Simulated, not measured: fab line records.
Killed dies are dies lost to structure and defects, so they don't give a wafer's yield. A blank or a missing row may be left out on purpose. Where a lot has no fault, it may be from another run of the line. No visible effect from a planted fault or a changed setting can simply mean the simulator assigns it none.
Split-lot experiment    flow n5-finfet    route with 1938 steps; 7 lots, 21 wafers read

== ABOUT THE SPLIT ==
At N5_FIN_SAQP_ETCH_65 (etches SiO2 in CF4, target depth 4 nm, time 4.4 s), the setting time-s was moved away from the recipe's 4.4 s on 9 of the 21 wafers read, by -19.9% to +19.2%. All remaining wafers had this setting at the recipe value.

The split's own step is where the reading is taken.

== THE READING ==
etch.depth-nm (the simulator's own value, which no gauge read), in nm, at N5_FIN_SAQP_ETCH_65 (etches SiO2 in CF4, target depth 4 nm, time 4.4 s). The file gives no usual value for it. Across the 12 wafers here that went through the recipe, the average is 4.023 nm and the standard deviation 0.11 nm.

wafer   tool, chamber at the split  time-s as run, s  against the recipe  etch.depth-nm, nm  against lot-mates on the recipe
L075.2  rie-si-01, 3                4.902             +11.4%              4.363              +0.273
L075.3  rie-si-01, 1                4.4               recipe              4.236              -
L075.4  rie-si-01, 0                4.4               recipe              3.944              -
L076.1  rie-si-04, 1                3.526             -19.9%              3.149              -0.905
L076.4  rie-si-04, 3                4.4               recipe              4.047              -
L076.5  rie-si-04, 3                4.4               recipe              4.061              -
L078.1  rie-si-06, 0                4.4               recipe              3.881              -
L078.4  rie-si-06, 3                4.4               recipe              4.085              -
L078.6  rie-si-06, 0                4.4               recipe              3.897              -
L084.1  rie-si-06, 2                4.4               recipe              3.922              -
L084.2  rie-si-06, 3                4.4               recipe              4.162              -
L084.5  rie-si-06, 3                3.577             -18.7%              3.379              -0.663
L090.1  rie-si-06, 2                5.247             +19.2%              4.727              no lot-mate on the recipe
L090.2  rie-si-06, 1                5.247             +19.2%              4.471              no lot-mate on the recipe
L090.4  rie-si-06, 0                5.247             +19.2%              4.752              no lot-mate on the recipe
L094.1  rie-si-01, 3                3.853             -12.4%              3.402              -0.552
L094.3  rie-si-01, 2                3.853             -12.4%              3.603              -0.351
L094.5  rie-si-01, 0                4.4               recipe              3.954              -
L095.1  rie-si-04, 1                4.4               recipe              3.945              -
L095.2  rie-si-04, 0                4.4               recipe              4.142              -
L095.6  rie-si-04, 1                5.005             +13.7%              4.495              +0.452

FIT RESULTS
A straight line over all 21 wafers: etch.depth-nm changes by +0.036 nm for each +1% of time-s; r = +0.96; the points scatter about the line by 0.12 nm.
The same after taking each lot's own level away (the mean of its wafers on the recipe; 18 wafers): +0.0366 nm for each +1%; r = +0.95; scatter 0.11 nm.
The reading moves by 0.73 nm for the largest change in time-s, on that fit.
The lots' own levels span 3.9540 to 4.0900 nm, that is 1.2 times the standard deviation above.
So the lot-to-lot level changes the slope little: the two slopes agree.
Check: for one of the wafers moved furthest among these (-19.9%), held out of the fit, the line's prediction against its lot-mates is -0.677 nm. Against them it came out at -0.905 nm.

== OTHER SPLITS APPLIED TO THESE WAFERS ==
Note: prior to the reading, these wafers also went through further splits. Each is held against what the fit with the lots' levels taken away leaves over:
other split on the same wafers  wafers away from the commonest value  r with etch.depth-nm (lot level and that fit taken away)
N5_WELL_APT_COAT_02 spin-rpm    12                                    -0.21
N5_WELL_APT_EXPOSE_22 dose-mj   5                                     -0.18
N5_WELL_APT_PEB_23 peb-temp-c   10                                    -0.27

== THE FILE'S OWN FIT ==
etch.depth-nm changes by +0.0372 nm for each +1% of time-s, r = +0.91.
